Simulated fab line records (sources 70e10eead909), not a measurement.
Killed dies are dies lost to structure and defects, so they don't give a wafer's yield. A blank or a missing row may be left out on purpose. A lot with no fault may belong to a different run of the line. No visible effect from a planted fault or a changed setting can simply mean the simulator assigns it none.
fab line records	flow nand-harc
record lots=24	wafers=72	last-day=33
route steps=1302 shown A_CONTACT@1041
lots with no fault: from the same line, run without faults
start-h: hours from the record's first day to the start of the lot's first wafer shown	wait-h: hours since the lot's step before	" identical to the entry in the row above	L1.1+2: a row that stands for several wafers	- either no value or no given start	* or withheld: withheld	< > ~ a bound
route shown NAME@n: a module of which the file shows steps, and the number in the route of the first	usual: the fault-free wafers' mean and standard deviation	same: alike in all rows	chamber/n: place in a boat	sites: each site's reading	_std_site: the standard deviation of these	_edge_site: inner sites' mean taken away from outer sites' mean	radius-mm: how far each site lies from the wafer's centre	mask NAME#n: copy n	behind: the last tool/chamber to shape the wafer	hold: cause of the lot's hold/its duration in hours/its outcome	device: names the non-switching transistor (n, p or np)	end of line: the route-end tests of the same wafers	a step given without rows: its recipe and nothing more	killed: count of dies lost to structure and defects at first sort (not the wafer's yield)	map: shows each die of a wafer: x if killed, . if not, _ if none is there
set.NAME: the setting as run; set.NAME@STEP: as run at that earlier step	model.NAME: the simulator's own value behind a step, which no gauge read
a sample of lots followed through the steps of the route, with each step as a table and each wafer as a row
services: from which hour (start-h, from the record's first day; less than 0 if before it) a tool's chamber was out of use, for how many hours, and why
## steps
# step NHARC_A_CONTACT_INSPECT_71
# usual raw-defect-count=79/39
lot.wafer	tool	chamber	start-h	wait-h	raw-defect-count
L074.1	defect-inspect-01	-	501.30	0.0	156
L074.4	"	-	"	"	133
L074.5	"	-	"	"	136
L075.1	defect-inspect-02	-	511.05	0.0	113
L075.4	"	-	"	"	94
L075.5	"	-	"	"	112
L078.2	defect-inspect-02	-	533.36	0.0	21
L078.3	"	-	"	"	19
L078.4	"	-	"	"	15
L076.1	defect-inspect-02	-	534.04	0.0	88
L076.3	"	-	"	"	97
L076.5	"	-	"	"	119
L079.1	defect-inspect-02	-	538.35	0.0	114
L079.4	"	-	"	"	95
L079.6	"	-	"	"	109
L077.1	defect-inspect-02	-	542.66	0.0	162
L077.3	"	-	"	"	149
L077.4	"	-	"	"	159
L081.2	defect-inspect-01	-	554.31	0.0	127
L081.3	"	-	"	"	127
L081.6	"	-	"	"	104
L080.2	defect-inspect-02	-	564.42	0.0	87
L080.4	"	-	"	"	76
L080.6	"	-	"	"	96
L084.1	defect-inspect-02	-	585.57	0.0	80
L084.2	"	-	"	"	85
L084.6	"	-	"	"	77
L082.2	defect-inspect-01	-	588.89	0.0	37
L082.5	"	-	"	"	43
L082.6	"	-	"	"	41
L083.2	defect-inspect-02	-	589.09	0.0	85
L083.3	"	-	"	"	72
L083.4	"	-	"	"	93
L085.1	defect-inspect-01	-	624.05	0.0	22
L085.3	"	-	"	"	19
L085.6	"	-	"	"	27
L086.2	defect-inspect-02	-	627.22	0.0	42
L086.4	"	-	"	"	42
L086.6	"	-	"	"	40
L087.2	defect-inspect-02	-	639.84	0.0	85
L087.4	"	-	"	"	81
L087.5	"	-	"	"	80
L088.2	defect-inspect-02	-	641.88	0.0	67
L088.3	"	-	"	"	69
L088.5	"	-	"	"	66
L089.2	defect-inspect-01	-	643.71	0.0	54
L089.3	"	-	"	"	42
L089.4	"	-	"	"	63
L090.2	defect-inspect-01	-	655.57	0.0	123
L090.3	"	-	"	"	123
L090.6	"	-	"	"	109
L091.2	defect-inspect-01	-	658.76	0.0	22
L091.3	"	-	"	"	14
L091.6	"	-	"	"	25
L093.1	defect-inspect-01	-	673.39	0.0	40
L093.4	"	-	"	"	42
L093.5	"	-	"	"	26
L092.3	defect-inspect-01	-	679.16	0.0	161
L092.5	"	-	"	"	151
L092.6	"	-	"	"	170
L095.1	defect-inspect-02	-	699.59	0.0	68
L095.2	"	-	"	"	64
L095.3	"	-	"	"	58
L094.4	defect-inspect-02	-	700.69	0.0	72
L094.5	"	-	"	"	87
L094.6	"	-	"	"	83
L096.1	defect-inspect-01	-	717.10	0.0	62
L096.2	"	-	"	"	81
L096.6	"	-	"	"	61
L097.1	defect-inspect-02	-	729.85	0.0	61
L097.3	"	-	"	"	65
L097.5	"	-	"	"	70
# step NHARC_A_CONTACT_ETCH_76
# recipe target-depth-a=2600	over-etch-frac=0.3	time-s=475.3	ion-energy-ev=200	n2-flow-sccm=150	h2-flow-sccm=150	ar-flow-sccm=0	rf-w=400	bias-w=150	chemistry=N2/H2
# usual drypump-motor-current-A=5.8/0.54	oes-product-au=1.005/0.01	rf-vpp-V=430/3.1	showerhead-plenum-p-Torr=2.02/0.11	throttle-valve-pct=14.171/0.0085
lot.wafer	tool	chamber	start-h	wait-h	drypump-motor-current-A	oes-product-au	rf-hours-counter-h	rf-vpp-V	showerhead-plenum-p-Torr	throttle-valve-pct
L074.1	rie-diel-06	2	-	-	4.6	0.996	1	432	2.06	14.164
L074.4	"	0	"	"	6.4	1.014	2	432	2.07	14.171
L074.5	"	3	"	"	5.3	1.007	-	430	2.00	14.155
L075.4	rie-diel-05	1	-	-	5.8	0.998	16	427	1.90	14.164
L075.1	"	3	"	"	5.4	1.002	16	429	1.93	14.160
L075.5	"	0	"	"	6.1	0.990	-	436	2.17	14.169
L078.4	rie-diel-06	0	-	-	6.4	0.996	12	431	2.07	14.169
L078.2	"	1	"	"	6.0	1.006	14	427	1.91	14.178
L078.3	"	3	"	"	5.3	1.017	13	431	1.99	14.185
L076.1	rie-diel-05	1	-	-	5.8	1.016	20	427	1.90	14.170
L076.3	"	3	"	"	5.4	0.997	20	429	1.93	14.177
L076.5	"	0	"	"	6.1	0.983	-	434	2.17	14.170
L079.4	rie-diel-06	0	-	-	6.4	1.002	15	431	2.07	14.161
L079.1	"	1	"	"	6.0	1.002	16	427	1.91	14.172
L079.6	"	1	"	"	6.0	0.999	-	428	1.91	14.177
L077.3	rie-diel-10	3	-	-	5.0	0.993	39	431	2.06	14.165
L077.4	"	0	"	"	5.6	0.986	34	427	1.88	14.169
L077.1	"	2	"	"	6.0	0.992	42	432	2.10	14.174
L081.3	rie-diel-05	1	-	-	5.8	1.011	23	426	1.90	14.176
L081.2	"	2	"	"	6.4	1.008	23	427	1.88	14.167
L081.6	"	3	"	"	5.4	0.998	-	427	1.93	14.181
L080.2	rie-diel-05	0	-	-	6.1	0.993	25	435	2.16	14.160
L080.4	"	1	"	"	5.8	1.004	24	427	1.90	14.177
L080.6	"	3	"	"	5.4	1.007	-	428	1.93	14.163
L084.1	rie-diel-10	1	-	-	6.5	0.995	54	430	2.01	14.170
L084.2	"	2	"	"	6.0	0.999	58	433	2.10	14.168
L084.6	"	0	"	"	5.7	1.013	-	427	1.88	14.164
L082.2	rie-diel-06	3	-	-	5.3	1.019	36	429	1.98	14.168
L082.6	"	1	"	"	6.0	1.005	-	428	1.90	14.183
L082.5	"	2	"	"	4.6	1.018	-	431	2.05	14.168
L083.2	rie-diel-06	1	-	-	6.0	1.015	36	427	1.90	14.161
L083.3	"	2	"	"	4.6	1.003	38	432	2.05	14.170
L083.4	"	0	"	"	6.4	1.008	35	431	2.06	14.164
L085.3	rie-diel-05	2	-	-	6.5	1.006	4	436	2.22	14.158
L085.1	"	0	"	"	6.1	0.989	4	434	2.16	14.190
L085.6	"	2	"	"	6.4	0.997	-	435	2.22	14.179
L086.2	rie-diel-05	0	-	-	6.1	1.003	5	434	2.16	14.186
L086.4	"	1	"	"	5.8	1.008	5	427	1.90	14.178
L086.6	"	0	"	"	6.1	0.997	-	436	2.16	14.164
L087.4	rie-diel-05	2	-	-	6.5	0.996	9	435	2.21	14.182
L087.2	"	0	"	"	6.1	0.990	11	433	2.16	14.163
L087.5	"	1	"	"	5.8	1.004	-	428	1.90	14.176
L088.2	rie-diel-05	2	-	-	6.5	1.002	10	436	2.21	14.176
L088.3	"	0	"	"	6.1	1.002	11	433	2.16	14.176
L088.5	"	1	"	"	5.8	1.007	-	428	1.90	14.172
L089.4	rie-diel-06	0	-	-	6.3	1.001	53	430	2.05	14.168
L089.2	"	1	"	"	6.0	1.009	54	426	1.90	14.166
L089.3	"	3	"	"	5.3	1.019	54	429	1.98	14.172
L090.2	rie-diel-06	2	-	-	4.6	1.025	59	429	2.04	14.177
L090.3	"	3	"	"	5.3	1.032	57	428	1.98	14.176
L090.6	"	2	"	"	4.6	1.005	-	430	2.04	14.188
L091.2	rie-diel-05	0	-	-	6.1	0.986	15	434	2.16	14.167
L091.3	"	2	"	"	6.5	0.990	14	435	2.21	14.171
L091.6	"	0	"	"	6.1	0.991	-	433	2.16	14.171
L093.4	rie-diel-06	2	-	-	4.6	1.010	0	432	2.04	14.174
L093.1	"	0	"	"	6.3	1.009	0	431	2.05	14.171
L093.5	"	1	"	"	6.0	1.016	-	427	1.89	14.154
L092.3	rie-diel-05	2	-	-	6.4	1.001	17	435	2.21	14.164
L092.5	"	3	"	"	5.4	1.002	-	428	1.92	14.175
L092.6	"	0	"	"	6.1	0.997	-	433	2.16	14.171
L095.2	rie-diel-10	0	-	-	5.7	1.026	26	435	2.21	14.181
L095.3	"	1	"	"	6.5	1.016	29	429	1.99	14.152
L095.1	"	2	"	"	6.0	1.009	28	431	2.08	14.161
L094.4	rie-diel-05	0	-	-	6.1	1.008	22	434	2.15	14.162
L094.6	"	0	"	"	6.1	1.002	-	432	2.15	14.158
L094.5	"	1	"	"	5.9	1.005	-	428	1.89	14.159
L096.2	rie-diel-05	1	-	-	5.8	1.027	24	427	1.89	14.179
L096.1	"	0	"	"	6.1	0.998	25	433	2.15	14.193
L096.6	"	1	"	"	5.8	1.015	-	428	1.89	14.151
L097.1	rie-diel-10	2	-	-	5.9	1.009	40	432	2.08	14.158
L097.3	"	3	"	"	5.0	0.996	35	430	2.05	14.155
L097.5	"	2	"	"	6.0	1.006	-	431	2.08	14.197
# step NHARC_A_CONTACT_ETCH_127
# recipe source-w=withheld	pressure-mtorr=20	bias-v=3000	time-s=197	target-depth-a=19180	ar-flow-sccm=withheld	c4f8-flow-sccm=withheld	o2-flow-sccm=withheld	chemistry=C4F8/O2/Ar
lot.wafer	tool	chamber	start-h	wait-h	rf-hours-counter-h
L074.1	har-cap-etch-02	0	503.49	0.1	83
L074.4	"	1	"	"	-
L074.5	"	0	"	"	-
L075.1	har-cap-etch-03	0	513.21	0.1	45
L075.4	"	0	"	"	-
L075.5	"	0	"	"	-
L078.2	har-cap-etch-03	1	535.53	0.1	49
L078.4	"	1	"	"	-
L078.3	"	0	"	"	-
L076.1	har-cap-etch-01	0	536.19	0.1	4
L076.3	"	0	"	"	-
L076.5	"	0	"	"	-
L079.1	har-cap-etch-02	1	540.69	0.2	91
L079.4	"	0	"	"	-
L079.6	"	1	"	"	-
L077.1	har-cap-etch-01	0	544.98	0.1	6
L077.4	"	1	"	"	-
L077.3	"	0	"	"	-
L081.2	har-cap-etch-02	0	556.51	0.1	95
L081.3	"	1	"	"	-
L081.6	"	1	"	"	-
L080.2	har-cap-etch-03	1	566.59	0.1	55
L080.4	"	1	"	"	-
L080.6	"	1	"	"	-
L084.2	har-cap-etch-01	0	590.63	0.2	14
L084.1	"	1	"	"	14
L084.6	"	1	"	"	-
L082.2	har-cap-etch-03	1	591.72	0.1	59
L082.5	"	0	"	"	-
L082.6	"	1	"	"	-
L083.2	har-cap-etch-02	0	592.38	0.1	101
L083.4	"	1	"	"	-
L083.3	"	0	"	"	-
L085.1	har-cap-etch-02	1	626.25	0.1	104
L085.3	"	1	"	"	-
L085.6	"	0	"	"	-
L086.2	har-cap-etch-01	0	629.39	0.1	19
L086.4	"	0	"	"	-
L086.6	"	0	"	"	-
L087.2	har-cap-etch-02	1	641.99	0.1	108
L087.4	"	1	"	"	-
L087.5	"	0	"	"	-
L088.2	har-cap-etch-03	0	644.05	0.1	69
L088.3	"	0	"	"	-
L088.5	"	0	"	"	-
L089.2	har-cap-etch-01	0	645.86	0.1	24
L089.3	"	0	"	"	-
L089.4	"	1	"	"	-
L090.2	har-cap-etch-03	0	657.72	0.1	73
L090.3	"	1	"	"	-
L090.6	"	0	"	"	-
L091.2	har-cap-etch-02	1	660.95	0.1	113
L091.3	"	0	"	"	-
L091.6	"	1	"	"	-
L093.1	har-cap-etch-01	0	675.53	0.1	31
L093.4	"	0	"	"	-
L093.5	"	0	"	"	-
L092.3	har-cap-etch-03	0	681.37	0.1	-
L092.6	"	0	"	"	-
L092.5	"	1	"	"	-
L095.2	har-cap-etch-01	1	701.75	0.1	34
L095.1	"	0	"	"	34
L095.3	"	1	"	"	-
L094.4	har-cap-etch-03	0	702.93	0.1	-
L094.6	"	1	"	"	-
L094.5	"	0	"	"	-
L096.1	har-cap-etch-02	1	719.27	0.1	123
L096.2	"	0	"	"	123
L096.6	"	0	"	"	-
L097.1	har-cap-etch-01	0	732.02	0.1	39
L097.3	"	1	"	"	-
L097.5	"	1	"	"	-
# step NHARC_A_CONTACT_ETCH_133
# recipe source-w=withheld	pressure-mtorr=20	bias-v=400	time-s=374	target-depth-a=16100	ar-flow-sccm=withheld	c4f8-flow-sccm=11.5	o2-flow-sccm=7.2	chemistry=C4F8/O2/Ar
lot.wafer	tool	chamber	start-h	wait-h	rf-hours-counter-h
L074.1	har-cap-etch-02	0	504.59	0.2	84
L074.4	"	1	"	"	-
L074.5	"	0	"	"	-
L075.1	har-cap-etch-03	0	514.27	0.1	46
L075.4	"	0	"	"	-
L075.5	"	0	"	"	-
L078.2	har-cap-etch-03	1	536.60	0.1	50
L078.4	"	1	"	"	-
L078.3	"	0	"	"	-
L076.1	har-cap-etch-01	0	537.25	0.1	5
L076.3	"	0	"	"	-
L076.5	"	0	"	"	-
L079.1	har-cap-etch-02	1	541.82	0.1	92
L079.4	"	0	"	"	-
L079.6	"	1	"	"	-
L077.1	har-cap-etch-01	0	546.08	0.2	7
L077.4	"	1	"	"	-
L077.3	"	0	"	"	-
L081.2	har-cap-etch-02	0	557.61	0.2	96
L081.3	"	1	"	"	-
L081.6	"	1	"	"	-
L080.2	har-cap-etch-03	1	567.64	0.1	56
L080.4	"	1	"	"	-
L080.6	"	1	"	"	-
L084.2	har-cap-etch-01	0	591.69	0.1	15
L084.1	"	1	"	"	15
L084.6	"	1	"	"	-
L082.2	har-cap-etch-03	1	592.82	0.2	60
L082.5	"	0	"	"	-
L082.6	"	1	"	"	-
L083.2	har-cap-etch-02	0	593.49	0.2	102
L083.4	"	1	"	"	-
L083.3	"	0	"	"	-
L085.1	har-cap-etch-02	1	627.35	0.2	105
L085.3	"	1	"	"	-
L085.6	"	0	"	"	-
L086.2	har-cap-etch-01	0	630.46	0.1	20
L086.4	"	0	"	"	-
L086.6	"	0	"	"	-
L087.2	har-cap-etch-02	1	643.04	0.1	109
L087.4	"	1	"	"	-
L087.5	"	0	"	"	-
L088.2	har-cap-etch-03	0	645.11	0.1	70
L088.3	"	0	"	"	-
L088.5	"	0	"	"	-
L089.2	har-cap-etch-01	0	646.92	0.1	25
L089.3	"	0	"	"	-
L089.4	"	1	"	"	-
L090.2	har-cap-etch-03	0	658.77	0.1	74
L090.3	"	1	"	"	-
L090.6	"	0	"	"	-
L091.2	har-cap-etch-02	1	662.04	0.2	114
L091.3	"	0	"	"	-
L091.6	"	1	"	"	-
L093.1	har-cap-etch-01	0	676.60	0.1	32
L093.4	"	0	"	"	-
L093.5	"	0	"	"	-
L092.3	har-cap-etch-03	0	682.51	0.2	-
L092.6	"	0	"	"	-
L092.5	"	1	"	"	-
L095.2	har-cap-etch-01	1	702.81	0.1	35
L095.1	"	0	"	"	35
L095.3	"	1	"	"	-
L094.4	har-cap-etch-03	0	704.11	0.3	-
L094.6	"	1	"	"	-
L094.5	"	0	"	"	-
L096.1	har-cap-etch-02	1	720.33	0.1	124
L096.2	"	0	"	"	124
L096.6	"	0	"	"	-
L097.1	har-cap-etch-01	0	733.07	0.1	40
L097.3	"	1	"	"	-
L097.5	"	1	"	"	-
# step NHARC_A_CONTACT_ETCH_135
# recipe source-w=withheld	pressure-mtorr=20	bias-v=1200	time-s=311	target-depth-a=19120	ar-flow-sccm=withheld	c4f8-flow-sccm=withheld	o2-flow-sccm=withheld	chemistry=C4F8/O2/Ar
lot.wafer	tool	chamber	start-h	wait-h	rf-hours-counter-h
L074.1	har-cap-etch-02	1	510.53	0.2	85
L074.4	"	0	"	"	-
L074.5	"	0	"	"	-
L075.1	har-cap-etch-01	0	520.23	0.2	0
L075.4	"	0	"	"	-
L075.5	"	1	"	"	-
L078.2	har-cap-etch-02	1	545.79	0.2	92
L078.3	"	1	"	"	-
L078.4	"	0	"	"	-
L076.1	har-cap-etch-01	1	546.67	0.2	7
L076.3	"	0	"	"	-
L076.5	"	1	"	"	-
L079.1	har-cap-etch-02	1	548.17	0.2	94
L079.4	"	1	"	"	-
L079.6	"	1	"	"	-
L077.1	har-cap-etch-01	0	554.94	0.2	9
L077.4	"	0	"	"	-
L077.3	"	1	"	"	-
L081.2	har-cap-etch-01	0	564.34	0.2	10
L081.3	"	0	"	"	-
L081.6	"	0	"	"	-
L080.2	har-cap-etch-02	0	574.28	0.2	97
L080.4	"	0	"	"	-
L080.6	"	1	"	"	-
L084.2	har-cap-etch-01	0	597.60	0.2	15
L084.1	"	1	"	"	15
L084.6	"	1	"	"	-
L082.2	har-cap-etch-03	0	598.85	0.2	61
L082.5	"	1	"	"	-
L082.6	"	0	"	"	-
L083.2	har-cap-etch-02	1	599.76	0.2	102
L083.3	"	0	"	"	-
L083.4	"	1	"	"	-
L085.1	har-cap-etch-01	0	634.55	0.2	21
L085.3	"	0	"	"	-
L085.6	"	0	"	"	-
L086.2	har-cap-etch-01	1	636.97	0.2	22
L086.4	"	1	"	"	-
L086.6	"	1	"	"	-
L087.2	har-cap-etch-01	0	649.18	0.2	25
L087.4	"	0	"	"	-
L087.5	"	0	"	"	-
L088.2	har-cap-etch-02	0	654.40	0.2	112
L088.3	"	0	"	"	-
L088.5	"	1	"	"	-
L089.2	har-cap-etch-01	0	654.82	0.2	27
L089.3	"	0	"	"	-
L089.4	"	1	"	"	-
L090.2	har-cap-etch-03	1	666.25	0.2	75
L090.3	"	0	"	"	-
L090.6	"	0	"	"	-
L091.2	har-cap-etch-03	0	670.86	0.2	76
L091.3	"	0	"	"	-
L091.6	"	0	"	"	-
L093.1	har-cap-etch-02	1	684.34	0.2	117
L093.4	"	1	"	"	-
L093.5	"	1	"	"	-
L092.3	har-cap-etch-01	0	689.17	0.2	-
L092.6	"	1	"	"	-
L092.5	"	0	"	"	-
L095.2	har-cap-etch-01	1	708.79	0.2	35
L095.1	"	0	"	"	35
L095.3	"	1	"	"	-
L094.4	har-cap-etch-03	1	709.96	0.2	-
L094.6	"	0	"	"	-
L094.5	"	1	"	"	-
L096.1	har-cap-etch-02	1	726.59	0.2	125
L096.2	"	0	"	"	125
L096.6	"	1	"	"	-
L097.1	har-cap-etch-01	1	741.13	0.2	40
L097.3	"	0	"	"	-
L097.5	"	1	"	"	-
# step NHARC_A_CONTACT_ETCH_98
# recipe target-depth-a=200	over-etch-frac=0.5	time-s=10	ion-energy-ev=250	c4f6-flow-sccm=25	o2-flow-sccm=20	ar-flow-sccm=500	rf-w=600	bias-w=500	chemistry=C4F6/O2
# usual drypump-motor-current-A=5.8/0.51	oes-product-au=0.956/0.021	rf-vpp-V=547/4.1	showerhead-plenum-p-Torr=3.91/0.2	throttle-valve-pct=26.903/0.0087
lot.wafer	tool	chamber	start-h	wait-h	drypump-motor-current-A	oes-product-au	rf-hours-counter-h	rf-vpp-V	showerhead-plenum-p-Torr	throttle-valve-pct
L074.1	rie-diel-06	1	-	-	6.0	0.936	6	543	3.71	26.908
L074.4	"	2	"	"	4.6	0.945	5	547	3.96	26.905
L074.5	"	1	"	"	6.0	0.943	-	541	3.71	26.911
L075.4	rie-diel-05	2	-	-	6.4	0.956	17	541	3.65	26.894
L075.1	"	3	"	"	5.4	0.954	18	544	3.73	26.905
L075.5	"	0	"	"	6.1	0.933	-	552	4.14	26.906
L078.3	rie-diel-05	3	-	-	5.4	0.966	22	542	3.73	26.896
L078.4	"	0	"	"	6.1	0.936	22	551	4.14	26.901
L078.2	"	1	"	"	5.8	0.973	21	542	3.69	26.904
L076.1	rie-diel-06	1	-	-	6.0	0.958	19	542	3.70	26.903
L076.3	"	2	"	"	4.6	0.956	19	547	3.95	26.904
L076.5	"	0	"	"	6.3	0.971	-	548	3.97	26.883
L079.4	rie-diel-06	0	-	-	6.4	0.941	19	547	3.97	26.909
L079.1	"	1	"	"	6.0	0.934	19	543	3.70	26.897
L079.6	"	0	"	"	6.4	0.938	-	548	3.97	26.898
L077.3	rie-diel-05	1	-	-	5.8	0.953	23	542	3.69	26.892
L077.4	"	3	"	"	5.4	0.940	24	544	3.73	26.902
L077.1	"	0	"	"	6.1	0.936	24	551	4.14	26.906
L081.3	rie-diel-10	2	-	-	6.0	0.930	52	549	4.02	26.905
L081.2	"	3	"	"	5.0	0.960	47	549	3.96	26.903
L081.6	"	0	"	"	5.7	0.955	-	541	3.65	26.911
L080.4	rie-diel-05	0	-	-	6.1	0.933	26	553	4.13	26.887
L080.2	"	3	"	"	5.4	0.949	26	545	3.73	26.901
L080.6	"	1	"	"	5.9	0.938	-	542	3.69	26.907
L084.2	rie-diel-05	1	-	-	5.8	1.004	1	542	3.69	26.906
L084.1	"	2	"	"	6.5	0.944	1	553	4.23	26.900
L084.6	"	0	"	"	6.1	0.934	-	551	4.13	26.872
L082.2	rie-diel-05	0	-	-	6.1	0.946	2	551	4.13	26.922
L082.5	"	1	"	"	5.9	0.937	-	541	3.69	26.900
L082.6	"	2	"	"	6.5	0.931	-	553	4.23	26.915
L083.3	rie-diel-05	1	-	-	5.8	0.952	1	542	3.68	26.902
L083.2	"	2	"	"	6.4	0.940	1	552	4.23	26.911
L083.4	"	3	"	"	5.4	0.969	2	544	3.73	26.917
L085.3	rie-diel-05	0	-	-	6.1	0.969	10	551	4.13	26.905
L085.1	"	1	"	"	5.8	0.974	10	541	3.68	26.919
L085.6	"	3	"	"	5.4	0.959	-	542	3.72	26.901
L086.4	rie-diel-10	2	-	-	5.9	1.006	10	549	4.01	26.889
L086.2	"	0	"	"	5.7	1.011	8	554	4.22	26.893
L086.6	"	2	"	"	5.9	1.006	-	549	4.01	26.899
L087.2	rie-diel-10	0	-	-	5.7	0.943	12	553	4.22	26.907
L087.4	"	1	"	"	6.5	0.950	14	545	3.85	26.914
L087.5	"	0	"	"	5.7	0.940	-	552	4.22	26.895
L088.2	rie-diel-05	0	-	-	6.1	0.940	14	551	4.12	26.917
L088.3	"	1	"	"	5.9	0.941	15	542	3.68	26.896
L088.5	"	0	"	"	6.1	0.935	-	550	4.12	26.894
L089.3	rie-diel-10	1	-	-	6.5	0.935	15	544	3.85	26.911
L089.2	"	2	"	"	6.0	0.955	15	548	4.01	26.913
L089.4	"	0	"	"	5.6	0.948	13	552	4.22	26.905
L090.3	rie-diel-10	3	-	-	5.0	1.002	16	548	3.94	26.905
L090.2	"	0	"	"	5.7	1.015	16	552	4.22	26.896
L090.6	"	2	"	"	5.9	1.010	-	547	4.00	26.900
L091.3	rie-diel-05	2	-	-	6.5	0.960	17	553	4.22	26.909
L091.2	"	0	"	"	6.1	0.968	18	551	4.12	26.892
L091.6	"	2	"	"	6.5	0.943	-	552	4.22	26.895
L093.4	rie-diel-06	2	-	-	4.6	0.941	3	547	3.92	26.900
L093.1	"	0	"	"	6.4	0.959	3	547	3.94	26.915
L093.5	"	1	"	"	6.0	0.949	-	541	3.67	26.901
L092.3	rie-diel-10	3	-	-	5.0	0.951	22	547	3.94	26.901
L092.6	"	3	"	"	5.0	0.960	-	547	3.94	26.895
L092.5	"	0	"	"	5.7	0.959	-	552	4.21	26.897
L095.2	rie-diel-10	0	-	-	5.7	0.983	29	553	4.21	26.909
L095.3	"	1	"	"	6.5	0.957	32	546	3.84	26.905
L095.1	"	2	"	"	5.9	0.968	31	548	4.00	26.909
L094.4	rie-diel-05	0	-	-	6.1	0.934	25	550	4.12	26.900
L094.5	"	2	"	"	6.5	0.939	-	552	4.21	26.903
L094.6	"	3	"	"	5.4	0.948	-	542	3.71	26.898
L096.2	rie-diel-06	1	-	-	6.0	0.964	22	542	3.66	26.900
L096.1	"	0	"	"	6.4	0.954	19	546	3.93	26.905
L096.6	"	2	"	"	4.6	0.964	-	547	3.91	26.920
L097.3	rie-diel-10	2	742.89	0.1	6.0	0.953	44	550	3.99	26.898
L097.1	"	0	"	"	5.7	0.964	38	553	4.20	26.930
L097.5	"	1	"	"	6.5	0.955	-	544	3.84	26.886
## services
tool	chamber	start-h	hours	kind
rie-diel-06	-	486.56	9.0	pm
rie-diel-05	0	489.15	-	clean
rie-diel-05	1	489.15	-	clean
rie-diel-05	2	489.15	-	clean
rie-diel-05	3	489.15	-	clean
har-cap-etch-01	-	497.00	17.0	pm
har-cap-etch-01	0	497.00	17.0	vent-cycle
har-cap-etch-01	1	497.00	17.0	vent-cycle
har-cap-etch-01	0	514.00	-	clean
har-cap-etch-01	1	514.00	-	clean
har-cap-etch-01	1	514.00	-	consumable-replace:focus-ring
rie-diel-06	3	557.88	3.3	repair
har-cap-etch-03	-	577.37	0.2	repair
rie-diel-05	-	583.65	9.0	pm
rie-diel-10	-	596.69	9.0	pm
rie-diel-06	0	602.96	9.3	repair
har-cap-etch-02	-	610.61	0.9	repair
rie-diel-05	0	617.74	2.8	repair
har-cap-etch-02	-	623.70	0.3	repair
rie-diel-06	1	636.48	1.5	repair
rie-diel-06	-	663.58	9.0	pm
rie-diel-06	0	695.97	2.9	repair
rie-diel-10	0	726.04	1.5	repair
rie-diel-10	3	738.09	11.7	repair
## key
fault none
